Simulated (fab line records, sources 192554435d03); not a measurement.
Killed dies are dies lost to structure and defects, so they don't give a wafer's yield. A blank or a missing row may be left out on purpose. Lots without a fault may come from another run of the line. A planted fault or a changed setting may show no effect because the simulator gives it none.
Problem report in the 8D (eight disciplines) form, filled by code | flow n5_finfet | the parts of the form that need people (team, actions taken, sign-off) are left out

1. THE PROBLEM
spin_speed_rpm at N5_BEOL_M9_COAT_63 reads a mean of 1171.5 rpm on 6 wafers of 2 lots; wafers without a fault read 1500.0 rpm with a standard deviation of 0.99. That is -99 or more standard deviations from the usual mean.
The step: time 60 s, resist thk 60 nm.
First seen on wafer L187.4, day 14 12:36, on litho_track-02. The record holds 12 wafers of 4 lots with a number at this step. Rule for "out", or "out of limits": more than 4 standard deviations from the usual mean. The other wafers with a number count as sound.

2. WHAT IT IS AND WHAT IT IS NOT
question                    | is                     | is not
which readings at this step | spin_speed_rpm         | -
which lots                  | L187, L188             | L172, L178
which wafers of those lots  | all that have a number | -
read on which tools         | litho_track-02         | litho_track-03
when                        | from day 14 12:36      | up to then (6 sound wafers)

3. SUSPECTS, AND WHAT RULES EACH OUT
Counting: a tool at a process step up to the reading stays a suspect if it ran every lot that is out and no sound lot after the first of them.
- litho_track-02 at N5_BEOL_M9_COAT_63 (time 60 s, resist thk 60 nm): kept. It ran every lot that is out, first L187 (day 14 12:36), and no sound lot after that; its last sound lot up to then is L178 (day 12 17:19). Its own readings are out on those wafers: spin_speed_rpm.
Left after counting: litho_track-02 at N5_BEOL_M9_COAT_63.

4. THE CAUSE (what the simulator had put in)
Process parameter drift: litho_track-02, from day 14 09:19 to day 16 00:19, at N5_BEOL_M9_COAT_63. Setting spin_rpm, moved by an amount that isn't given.
Counting left only this tool.

5. THE CHAIN OF EFFECTS, in route order
Each row: a reading whose mean over the struck wafers that have a number lies more than 3 standard deviations from the usual. Only readings for which the record gives a usual standard deviation are gone through. hours: the time from each lot's start at the first step in this table that gives one to its start at this step, as a median over the lots. sigmas: the change in usual standard deviations.
hours | step               | reading        | usual      | on struck wafers | change | sigmas
0     | N5_BEOL_M9_COAT_63 | spin_speed_rpm | 1500.0 rpm | 1171.5           | -328.5 | -99 or more
The process steps in it:
- N5_BEOL_M9_COAT_63: time 60 s, resist thk 60 nm.

6. WHAT WOULD HAVE CAUGHT IT SOONER
In this record the first reading out of limits was taken at day 14 12:36, 3 hours after the fault began at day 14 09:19.
